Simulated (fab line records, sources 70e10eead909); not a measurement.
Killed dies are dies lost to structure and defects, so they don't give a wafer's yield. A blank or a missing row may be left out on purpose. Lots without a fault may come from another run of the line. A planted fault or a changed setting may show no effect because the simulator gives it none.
Chamber matching | flow nand_harc | NHARC_A_STAIRCASE_CMP_472 on cmp-03: 4 sister chambers
The step polishes SiO2. 4 wafers are shown with their chamber, then 7 later ones without.

WAFERS WITH THEIR CHAMBER
wafer  | chamber | motor_current_A (A)
L084.5 | 2       | 10.9
L086.1 | 3       | 12.5
L088.1 | 0       | 12.8
L088.4 | 1       | 12.7

WAFERS WITHOUT THEIR CHAMBER
wafer  | motor_current_A (A)
L088.5 | 12.7
L092.1 | 12.9
L092.4 | 13.4
L092.6 | 10.5
L094.3 | 12.3
L094.5 | 11.0
L094.6 | 13.6

WHICH CHAMBER EACH WENT THROUGH
wafer  | from the rows above          | in truth
L088.5 | can't be placed: 1 or 0 or 3 | 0
L092.1 | can't be placed: 0 or 1 or 3 | 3
L092.4 | can't be placed: 0 or 1 or 3 | 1
L092.6 | 2                            | 2
L094.3 | can't be placed: 3 or 1 or 0 | 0
L094.5 | 2                            | 2
L094.6 | can't be placed: 0 or 1 or 3 | 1
Placed correctly: 2 of 7. Can't be placed from these rows: 5 (the true chamber is among the candidates in 5). Placed wrongly: 0.
How it was worked out, from the rows above alone: a wafer's distance from a chamber is the root of the sum, over the readings, of the square of ((its reading less the chamber's mean) divided by the reading's scatter). The wafer belongs to the nearest chamber; if the next one is less than 2 further off, it can't be placed. A chamber's mean is the mean of its shown wafers. The scatter: with one shown wafer a chamber, the root of the mean of the squares of how far each hidden wafer lies from its nearest shown one.
